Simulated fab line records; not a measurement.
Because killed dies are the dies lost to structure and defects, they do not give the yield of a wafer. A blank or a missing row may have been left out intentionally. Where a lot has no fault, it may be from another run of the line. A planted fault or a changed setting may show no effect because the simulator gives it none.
Chamber matching -- flow nand-harc -- cmp-03 running NHARC_P_BONDPAD_CMP_32: 4 sister chambers
The step polishes SiCN, target thk 200 nm. 16 wafers are shown with their chamber, then 8 later ones without.

## EACH WAFER AND ITS CHAMBER
wafer,chamber,motor-current-A (A)
L074.1,1,10.5
L074.2,2,11.9
L074.5,1,11.2
L075.3,2,11.6
L075.5,3,14.4
L075.6,2,12.0
L076.1,3,15.1
L076.2,0,12.5
L076.3,2,12.5
L080.3,0,12.9
L080.5,0,12.8
L080.6,1,11.3
L083.1,3,15.1
L083.5,3,15.1
L083.6,0,12.8
L084.2,1,10.9

SIGNATURES (means of the wafers above)
reading,chamber 0,chamber 1,chamber 2,chamber 3,scatter within a chamber
motor-current-A,12.750,10.975,12.000,14.925,0.325
Rule: distance of a wafer from a chamber = root of the sum over the readings of ((wafer's reading minus chamber's mean) / reading's scatter) squared. If the next closest chamber is less than 2 further off than the closest, the wafer can't be placed; otherwise it belongs to the closest. How the scatter is found: for the shown wafers, subtract from each reading the mean of its chamber, square and add these, divide the total by (wafers less chambers), then take the root.

## WAFERS WHOSE CHAMBER IS MISSING
wafer,motor-current-A (A)
L084.4,14.4
L084.5,11.4
L084.1,11.3
L084.3,12.1
L084.6,11.4
L094.1,11.0
L094.3,15.0
L094.4,12.9

## EACH ONE'S CHAMBER
wafer,from the rows above,in truth
L084.4,3,3
L084.5,can't be placed: 1 or 2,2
L084.1,can't be placed: 1 or 2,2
L084.3,can't be placed: 2 or 0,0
L084.6,can't be placed: 1 or 2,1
L094.1,1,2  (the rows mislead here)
L094.3,3,3
L094.4,0,0
Placed correctly: 3 of 8. From these rows, 4 cannot be placed; in 4 the true chamber is one of the candidates. Wrongly placed: 1.
